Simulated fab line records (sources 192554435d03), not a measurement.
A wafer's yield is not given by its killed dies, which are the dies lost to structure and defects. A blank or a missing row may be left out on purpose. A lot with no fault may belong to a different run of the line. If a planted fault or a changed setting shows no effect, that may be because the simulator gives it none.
Which tool is to blame? ; flow n5_finfet ; 24 lots with 72 wafers sampled at 5 steps, on a route of 1938 steps

WHAT THE GAUGES SHOWED, per wafer
N5_BEOL_M2_INSPECT_59: inspects for defects (darkfield). Usual: raw_defect_count at 73, with a standard deviation of 23.
lot;measured;on;raw_defect_count;flag
L074;day 7 00:07;defect_inspect-01;114 59 86;
L075;day 7 02:05;defect_inspect-01;106 74 98;
L076;day 7 08:44;defect_inspect-01;79 69 62;
L077;day 7 19:17;defect_inspect-01;73 57 63;
L078;day 8 02:24;defect_inspect-02;63 35 100;
L079;day 8 07:28;defect_inspect-01;45 40 47;
L080;day 8 10:31;defect_inspect-01;87 76 51;
L081;day 8 21:41;defect_inspect-02;86 96 82;
L082;day 9 01:17;defect_inspect-01;99 50 44;
L084;day 9 03:28;defect_inspect-02;66 65 89;
L083;day 9 03:32;defect_inspect-02;71 78 82;
L085;day 9 15:56;defect_inspect-01;55 99 74;
L086;day 10 02:47;defect_inspect-01;74 56 68;
L088;day 10 12:59;defect_inspect-01;76 73 117;
L087;day 10 15:03;defect_inspect-01;73 39 33;
L089;day 10 16:37;defect_inspect-02;121 102 126;
L090;day 10 21:43;defect_inspect-01;66 59 44;
L092;day 11 04:56;defect_inspect-01;63 35 48;
L091;day 11 05:12;defect_inspect-01;163 116 125;
L093;day 11 14:56;defect_inspect-02;109 79 73;
L094;day 11 18:20;defect_inspect-01;64 45 67;
L095;day 12 16:25;defect_inspect-02;41 37 72;
L096;day 12 18:56;defect_inspect-01;72 105 92;
L097;day 12 22:41;defect_inspect-02;125 89 77;

EACH LOT AND THE TOOL THAT RAN IT (in order: tool; ch and the chambers of the sampled wafers; start)
lot;N5_BEOL_M2_ANNEAL_80;N5_BEOL_M2_SPUTTER_94;N5_BEOL_M2_ANNEAL_95;N5_BEOL_M2_CO_CAP_55
L074;pvd_sputter-01, day 6 20:20;pvd_sputter-01, day 6 21:35;pvd_sputter-01, day 6 21:40;cvd_co-02 ch 0,1, day 6 23:54
L075;pvd_sputter-01, day 6 23:34;pvd_sputter-01, day 7 00:48;pvd_sputter-01, day 7 00:53;cvd_co-02 ch 0,1,2, day 7 01:53
L076;pvd_sputter-02, day 7 06:13;pvd_sputter-02, day 7 07:27;pvd_sputter-02, day 7 07:32;cvd_co-02 ch 1,2, day 7 08:32
L077;pvd_sputter-01, day 7 16:43;pvd_sputter-01, day 7 17:58;pvd_sputter-01, day 7 18:02;cvd_co-01 ch 0,1,2, day 7 19:04
L078;pvd_sputter-02, day 7 23:52;pvd_sputter-02, day 8 01:07;pvd_sputter-02, day 8 01:11;cvd_co-01 ch 0,1,2, day 8 02:14
L079;pvd_sputter-03, day 8 04:56;pvd_sputter-03, day 8 06:10;pvd_sputter-03, day 8 06:15;cvd_co-02 ch 0,1,2, day 8 07:15
L080;pvd_sputter-01, day 8 07:56;pvd_sputter-01, day 8 09:13;pvd_sputter-01, day 8 09:18;cvd_co-01 ch 1,2, day 8 10:19
L081;pvd_sputter-01, day 8 18:25;pvd_sputter-01, day 8 19:40;pvd_sputter-01, day 8 19:44;cvd_co-01 ch 1,2, day 8 21:29
L082;pvd_sputter-03, day 8 22:33;pvd_sputter-03, day 8 23:47;pvd_sputter-03, day 8 23:52;cvd_co-02 ch 0,1,2, day 9 01:05
L084;pvd_sputter-02, day 9 00:54;pvd_sputter-02, day 9 02:08;pvd_sputter-02, day 9 02:13;cvd_co-02 ch 1,2, day 9 03:16
L083;pvd_sputter-01, day 9 01:01;pvd_sputter-01, day 9 02:15;pvd_sputter-01, day 9 02:20;cvd_co-01 ch 0,2, day 9 03:20
L085;pvd_sputter-01, day 9 13:23;pvd_sputter-01, day 9 14:38;pvd_sputter-01, day 9 14:43;cvd_co-02 ch 0,2, day 9 15:44
L086;pvd_sputter-02, day 10 00:11;pvd_sputter-02, day 10 01:25;pvd_sputter-02, day 10 01:30;cvd_co-01 ch 0,1,2, day 10 02:35
L088;pvd_sputter-03, day 10 10:22;pvd_sputter-03, day 10 11:36;pvd_sputter-03, day 10 11:41;cvd_co-01 ch 1,2, day 10 12:45
L087;pvd_sputter-03, day 10 12:12;pvd_sputter-03, day 10 13:26;pvd_sputter-03, day 10 13:31;cvd_co-01 ch 0,1,2, day 10 14:50
L089;pvd_sputter-03, day 10 14:02;pvd_sputter-03, day 10 15:17;pvd_sputter-03, day 10 15:22;cvd_co-02 ch 1,2, day 10 16:23
L090;pvd_sputter-01, day 10 19:05;pvd_sputter-01, day 10 20:19;pvd_sputter-01, day 10 20:24;cvd_co-01 ch 1,2, day 10 21:29
L092;pvd_sputter-01, day 11 02:23;pvd_sputter-01, day 11 03:37;pvd_sputter-01, day 11 03:42;cvd_co-02 ch 0,1,2, day 11 04:44
L091;pvd_sputter-03, day 11 02:40;pvd_sputter-03, day 11 03:55;pvd_sputter-03, day 11 03:59;cvd_co-01 ch 0,1,2, day 11 04:59
L093;pvd_sputter-01, day 11 12:23;pvd_sputter-01, day 11 13:38;pvd_sputter-01, day 11 13:43;cvd_co-02 ch 0,1,2, day 11 14:44
L094;pvd_sputter-03, day 11 15:43;pvd_sputter-03, day 11 16:57;pvd_sputter-03, day 11 17:02;cvd_co-02 ch 0,1,2, day 11 18:06
L095;pvd_sputter-03, day 12 13:52;pvd_sputter-03, day 12 15:07;pvd_sputter-03, day 12 15:11;cvd_co-01 ch 1,2, day 12 16:13
L096;pvd_sputter-03, day 12 16:23;pvd_sputter-03, day 12 17:38;pvd_sputter-03, day 12 17:43;cvd_co-01 ch 0,1,2, day 12 18:43
L097;pvd_sputter-03, day 12 20:02;pvd_sputter-03, day 12 21:16;pvd_sputter-03, day 12 21:21;cvd_co-01 ch 0,1,2, day 12 22:28
- N5_BEOL_M2_ANNEAL_80: time 240 s.
- N5_BEOL_M2_SPUTTER_94: material Cu, target thk 4.5 nm, time 8.29 s.
- N5_BEOL_M2_ANNEAL_95: time 240 s.
- N5_BEOL_M2_CO_CAP_55: material Co, precursor CCTBA/H2, target thk 2 nm, time 102.1 s.

AS READ BY THE TOOLS THEMSELVES (means over the sampled wafers that have a number; for cases with no such wafer, the mark the record gives instead)
N5_BEOL_M2_ANNEAL_80. Usual: heater_power_w 808 W, standard deviation 83; susceptor_temp_C 400.03 C, standard deviation 0.23.
lot;tool;heater_power_w (W);susceptor_temp_C (C);flag
L074;pvd_sputter-01;844;400.06;
L075;pvd_sputter-01;795;400.14;
L076;pvd_sputter-02;881;399.88;
L077;pvd_sputter-01;804;400.02;
L078;pvd_sputter-02;953;400.13;
L079;pvd_sputter-03;803;400.21;
L080;pvd_sputter-01;786;400.13;
L081;pvd_sputter-01;744;400.00;
L082;pvd_sputter-03;749;400.00;
L084;pvd_sputter-02;896;399.94;
L083;pvd_sputter-01;818;399.96;
L085;pvd_sputter-01;798;399.99;
L086;pvd_sputter-02;869;400.08;
L088;pvd_sputter-03;784;400.25;
L087;pvd_sputter-03;796;400.07;
L089;pvd_sputter-03;754;399.96;
L090;pvd_sputter-01;844;400.16;
L092;pvd_sputter-01;849;400.08;
L091;pvd_sputter-03;831;400.03;
L093;pvd_sputter-01;766;399.81;
L094;pvd_sputter-03;799;400.09;
L095;pvd_sputter-03;769;400.02;
L096;pvd_sputter-03;757;399.88;
L097;pvd_sputter-03;756;400.08;

N5_BEOL_M2_SPUTTER_94. Usual: susceptor_temp_C -20.00 C, standard deviation 0.09; throttle_valve_pct 30.2 %, standard deviation 0.95.
lot;tool;susceptor_temp_C (C);throttle_valve_pct (%);flag
L074;pvd_sputter-01;-19.87;30.4;
L075;pvd_sputter-01;-19.94;30.1;
L076;pvd_sputter-02;-20.09;29.5;
L077;pvd_sputter-01;-20.05;30.3;
L078;pvd_sputter-02;-19.99;30.6;
L079;pvd_sputter-03;-19.92;30.1;
L080;pvd_sputter-01;-19.98;30.2;
L081;pvd_sputter-01;-20.01;30.1;
L082;pvd_sputter-03;-20.04;30.5;
L084;pvd_sputter-02;-20.05;30.4;
L083;pvd_sputter-01;-19.96;30.0;
L085;pvd_sputter-01;-20.03;30.4;
L086;pvd_sputter-02;-19.96;31.1;
L088;pvd_sputter-03;-20.11;30.0;
L087;pvd_sputter-03;-20.00;29.8;
L089;pvd_sputter-03;-19.98;30.2;
L090;pvd_sputter-01;-20.04;30.4;
L092;pvd_sputter-01;-20.04;30.5;
L091;pvd_sputter-03;-19.97;29.5;
L093;pvd_sputter-01;-19.95;29.8;
L094;pvd_sputter-03;-20.04;30.1;
L095;pvd_sputter-03;-19.93;30.4;
L096;pvd_sputter-03;-20.00;30.5;
L097;pvd_sputter-03;-20.04;30.6;

N5_BEOL_M2_ANNEAL_95. Usual: heater_power_w 809 W, standard deviation 83; susceptor_temp_C 400.01 C, standard deviation 0.24.
lot;tool;heater_power_w (W);susceptor_temp_C (C);flag
L074;pvd_sputter-01;835;400.00;
L075;pvd_sputter-01;786;399.96;
L076;pvd_sputter-02;879;399.94;
L077;pvd_sputter-01;809;399.94;
L078;pvd_sputter-02;957;400.18;
L079;pvd_sputter-03;795;400.04;
L080;pvd_sputter-01;773;400.03;
L081;pvd_sputter-01;745;400.04;
L082;pvd_sputter-03;772;399.93;
L084;pvd_sputter-02;889;400.05;
L083;pvd_sputter-01;817;400.01;
L085;pvd_sputter-01;801;400.03;
L086;pvd_sputter-02;864;399.98;
L088;pvd_sputter-03;783;399.96;
L087;pvd_sputter-03;806;400.06;
L089;pvd_sputter-03;743;399.96;
L090;pvd_sputter-01;832;399.91;
L092;pvd_sputter-01;843;399.77;
L091;pvd_sputter-03;823;399.94;
L093;pvd_sputter-01;765;400.11;
L094;pvd_sputter-03;799;400.09;
L095;pvd_sputter-03;767;400.02;
L096;pvd_sputter-03;768;400.03;
L097;pvd_sputter-03;760;400.18;

N5_BEOL_M2_CO_CAP_55. Usual: heater_power_w 254 W, standard deviation 32; susceptor_temp_C 199.97 C, standard deviation 0.18.
lot;tool;heater_power_w (W);susceptor_temp_C (C);flag
L074;cvd_co-02;233;200.02;
L075;cvd_co-02;242;199.94;
L076;cvd_co-02;247;199.84;
L077;cvd_co-01;261;199.84;
L078;cvd_co-01;262;200.02;
L079;cvd_co-02;245;199.89;
L080;cvd_co-01;269;199.94;
L081;cvd_co-01;293;200.22;
L082;cvd_co-02;246;199.98;
L084;cvd_co-02;250;199.98;
L083;cvd_co-01;233;199.87;
L085;cvd_co-02;241;200.01;
L086;cvd_co-01;261;199.95;
L088;cvd_co-01;265;199.99;
L087;cvd_co-01;258;199.82;
L089;cvd_co-02;248;199.93;
L090;cvd_co-01;286;199.92;
L092;cvd_co-02;245;199.90;
L091;cvd_co-01;264;199.91;
L093;cvd_co-02;244;199.99;
L094;cvd_co-02;244;199.82;
L095;cvd_co-01;285;199.94;
L096;cvd_co-01;266;200.06;
L097;cvd_co-01;262;199.94;

THE ANSWER, worked out from the rows above alone
Rule: lot off if the mean of its wafers having a number is beyond 3 standard deviations from the usual mean. Also off: a lot with no number at a reading for which 4 or more lots have one. All remaining lots with rows at the step are treated as sound. After the gauges, taken in route order, come the tools' own readings; for these a lot's mean is taken, as printed above. The first step at which some lot is off is used, and at that step the reading that is off furthest; a lot without a number counts as furthest.
No lot is off at any reading shown: from this, nothing can be told.

WHAT WAS PUT IN BY THE SIMULATOR
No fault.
